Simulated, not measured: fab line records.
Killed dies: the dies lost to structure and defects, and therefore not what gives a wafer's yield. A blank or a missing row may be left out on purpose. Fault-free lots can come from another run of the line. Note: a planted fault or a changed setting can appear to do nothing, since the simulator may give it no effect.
Matching of chambers    flow nand_harc    4 sister chambers for NHARC_A_STAIRCASE_TRIM_196 on rie_diel-10
The step chemistry O2, time 211.2 s. 16 wafers are shown with their chamber, then 8 later ones without.

## WAFERS, EACH WITH ITS CHAMBER
wafer   chamber  drypump_motor_current_A (A)  showerhead_plenum_p_Torr (Torr)  rf_vpp_V (V)
L080.1  0        5.6                          3.44                             57.6
L080.5  0        5.6                          3.44                             58.4
L080.6  1        5.9                          3.33                             56.2
L081.1  2        5.3                          3.35                             57.6
L081.2  1        5.9                          3.33                             55.2
L081.6  3        5.0                          3.48                             57.4
L083.2  3        5.0                          3.48                             58.5
L083.3  2        5.3                          3.34                             58.2
L083.4  1        5.9                          3.33                             57.1
L084.1  2        5.3                          3.34                             57.3
L084.5  2        5.3                          3.34                             59.3
L084.6  3        5.0                          3.47                             57.4
L085.1  1        5.9                          3.33                             57.8
L085.5  0        5.6                          3.43                             58.5
L085.6  1        5.8                          3.33                             56.4
L087.2  3        5.0                          3.47                             57.6

SIGNATURES, as means of the wafers listed above
reading                   chamber 0  chamber 1  chamber 2  chamber 3  scatter within a chamber
drypump_motor_current_A   5.600      5.880      5.300      5.000      0.0258
showerhead_plenum_p_Torr  3.4367     3.3300     3.3425     3.4750     0.00449
rf_vpp_V                  58.167     56.540     58.100     57.725     0.79
Rule: for each reading, subtract the chamber's mean from the wafer's reading, divide by that reading's scatter and square the result; add these up over the readings and take the root, which gives the wafer's distance from the chamber. If the next closest chamber is less than 2 further off than the closest, the wafer can't be placed; otherwise it belongs to the closest. The scatter: take each reading less its chamber's mean, square it, sum over the shown wafers, divide by the number of wafers less the number of chambers, and take the root.

## WAFERS WHOSE CHAMBER IS MISSING
wafer   drypump_motor_current_A (A)  showerhead_plenum_p_Torr (Torr)  rf_vpp_V (V)
L087.3  5.3                          3.34                             58.9
L087.5  5.0                          3.47                             59.6
L088.2  5.6                          3.43                             57.4
L088.4  5.0                          3.47                             57.0
L088.5  5.0                          3.47                             56.4
L093.2  5.3                          3.33                             57.5
L093.3  5.9                          3.32                             56.6
L093.6  5.0                          3.47                             58.7

## WHICH CHAMBER EACH ONE RAN IN
wafer   from the rows above  in truth
L087.3  2                    2
L087.5  3                    3
L088.2  0                    0
L088.4  3                    3
L088.5  3                    3
L093.2  2                    2
L093.3  1                    1
L093.6  3                    3
Correctly placed: 8 of 8. Number that these rows cannot place: 0. Wrongly placed: 0.
